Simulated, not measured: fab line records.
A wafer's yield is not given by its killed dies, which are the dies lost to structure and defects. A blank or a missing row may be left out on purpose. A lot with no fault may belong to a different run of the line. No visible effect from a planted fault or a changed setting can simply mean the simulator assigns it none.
Chamber matching -- flow n5_finfet -- 4 sister chambers for N5_BEOL_M10_STRIP_36 on rie_diel-04
The step strips in N2/H2. 4 wafers are shown with their chamber, then 8 later ones without.

## WAFERS PAIRED WITH THEIR CHAMBERS
wafer,chamber,showerhead_plenum_p_Torr (Torr)
L083.2,0,2.55
L091.1,1,2.40
L091.4,2,2.55
L092.1,3,2.39

## WAFERS MISSING THEIR CHAMBER
wafer,showerhead_plenum_p_Torr (Torr)
L092.3,2.55
L092.5,2.55
L090.1,2.55
L090.3,2.39
L090.5,2.55
L095.2,2.39
L095.4,2.54
L095.5,2.53

## WHICH CHAMBER EACH ONE RAN IN
wafer,from the rows above,in truth
L092.3,can't be placed: 0 or 2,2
L092.5,can't be placed: 0 or 2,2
L090.1,can't be placed: 0 or 2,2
L090.3,can't be placed: 3 or 1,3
L090.5,can't be placed: 0 or 2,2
L095.2,can't be placed: 3 or 1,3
L095.4,can't be placed: 0 or 2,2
L095.5,can't be placed: 0 or 2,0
Placed correctly: 0 of 8. Cannot be placed on the basis of these rows: 8; the candidates contain the true chamber in 8. 0 placed wrongly.
How it was worked out, from the rows above alone: a wafer's distance from a chamber is the root of the sum, over the readings, of the square of ((its reading less the chamber's mean) divided by the reading's scatter). The wafer belongs to the nearest chamber; if the next one is less than 2 further off, it can't be placed. The mean given for a chamber averages the wafers shown for that chamber. The scatter: with one shown wafer a chamber, the root of the mean of the squares of how far each hidden wafer lies from its nearest shown one.
